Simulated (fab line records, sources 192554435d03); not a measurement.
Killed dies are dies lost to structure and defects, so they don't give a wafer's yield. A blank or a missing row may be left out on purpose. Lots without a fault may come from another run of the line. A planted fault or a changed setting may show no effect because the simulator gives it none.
Split-lot experiment | flow n5_finfet | 7 lots, 21 wafers read, on a route of 1938 steps

THE SPLIT
At N5_HKMG_FIN_HK_ALD_01 (deposits HfO2, target thk 1.6 nm, pulse time 3 s, purge time 3 s), the setting ald_cycles was moved away from the recipe's 30 on 6 of the 21 wafers read, by -10.0% to +16.7%. The other wafers ran this setting at the recipe's value.

FROM THE SPLIT TO THE READING: what the file shows between them, 4 steps
- N5_HKMG_FIN_HK_ANNEAL_02: time 30 s
- N5_HKMG_FIN_ALD_74: deposits La2O3, target thk 0.5 nm, pulse time 6 s, co reactant pulse time 1 s
- N5_HKMG_FIN_WET_ETCH_82: etches La2O3 in dHCl, stops on HfO2, target depth 2 nm, rinse time 30 s
- N5_HKMG_FIN_ALD_36: deposits TiN, target thk 1 nm, pulse time 1 s, purge time 3 s

THE READING
HK_THK, in nm, at N5_HKMG_FIN_THK_MEAS_70 (measures by xrf). Fault-free wafers of this fab line usually give 1.584 nm, standard deviation 0.021 nm.

wafer  | tool, chamber at the split | ald_cycles as run | against the recipe | HK_THK, nm | against lot-mates on the recipe
L074.1 | ald_hk-03, 3,2,0           | 30                | recipe             | 1.567      | -
L074.3 | ald_hk-03, 3,2,0           | 30                | recipe             | 1.619      | -
L074.4 | ald_hk-03, 3,2,0           | 30                | recipe             | 1.557      | -
L076.1 | ald_hk-03, 2,3,2           | 30                | recipe             | 1.585      | -
L076.3 | ald_hk-03, 2,3,2           | 30                | recipe             | 1.586      | -
L076.6 | ald_hk-03, 2,3,2           | 30                | recipe             | 1.583      | -
L077.1 | ald_hk-03, 2               | 27                | -10.0%             | 1.416      | -0.159
L077.4 | ald_hk-03, 1,3             | 30                | recipe             | 1.581      | -
L077.5 | ald_hk-03, 1,3             | 30                | recipe             | 1.569      | -
L086.1 | ald_hk-01, 2,1             | 30                | recipe             | 1.572      | -
L086.5 | ald_hk-01, 2,1             | 30                | recipe             | 1.595      | -
L086.6 | ald_hk-01, 0               | 35                | +16.7%             | 1.858      | +0.275
L088.1 | ald_hk-03, 3,2             | 34                | +13.3%             | 1.742      | +0.153
L088.3 | ald_hk-03, 3,2             | 34                | +13.3%             | 1.805      | +0.216
L088.6 | ald_hk-03, 2               | 30                | recipe             | 1.589      | -
L094.1 | ald_hk-03, 0,3,1           | 30                | recipe             | 1.550      | -
L094.4 | ald_hk-03, 0,3,1           | 30                | recipe             | 1.574      | -
L094.5 | ald_hk-03, 0,3,1           | 30                | recipe             | 1.549      | -
L096.1 | ald_hk-02, 0,3             | 33                | +10.0%             | 1.758      | +0.196
L096.3 | ald_hk-02, 0,3             | 33                | +10.0%             | 1.754      | +0.192
L096.6 | ald_hk-02, 1               | 30                | recipe             | 1.562      | -
Where a row lists several chambers, the file gives one row for several wafers and doesn't say which wafer went through which chamber.

THE FIT
A straight line over all 21 wafers: HK_THK changes by +0.0162 nm for each +1% of ald_cycles; r = +0.98; the points scatter about the line by 0.021 nm.
The same after taking each lot's own level away (the mean of its wafers on the recipe; 21 wafers): +0.016 nm for each +1%; r = +0.98; scatter 0.022 nm.
On that fit, the largest move of ald_cycles shifts the reading by 0.27 nm.
The lots' own levels span 1.5577 to 1.5890 nm, that is 1.5 times the standard deviation above.
So the lot-to-lot level changes the slope little: the two slopes agree.
Check: with one of the wafers moved furthest among these (+16.7%) left out of the fit, the line predicts +0.264 nm for it against its lot-mates. It came out at +0.275 nm against them.

OTHER SPLITS ON THESE WAFERS
These wafers also went through other splits before the reading. Each is held against what the fit with the lots' levels taken away leaves over:
other split on the same wafers | wafers away from the commonest value | r with HK_THK (lot level and that fit taken away)
N5_SD_EPI_N_EPI_21 temp_c      | 8                                    | +0.46

THE FILE'S OWN FIT
HK_THK changes by +0.0161 nm for each +1% of ald_cycles, r = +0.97.
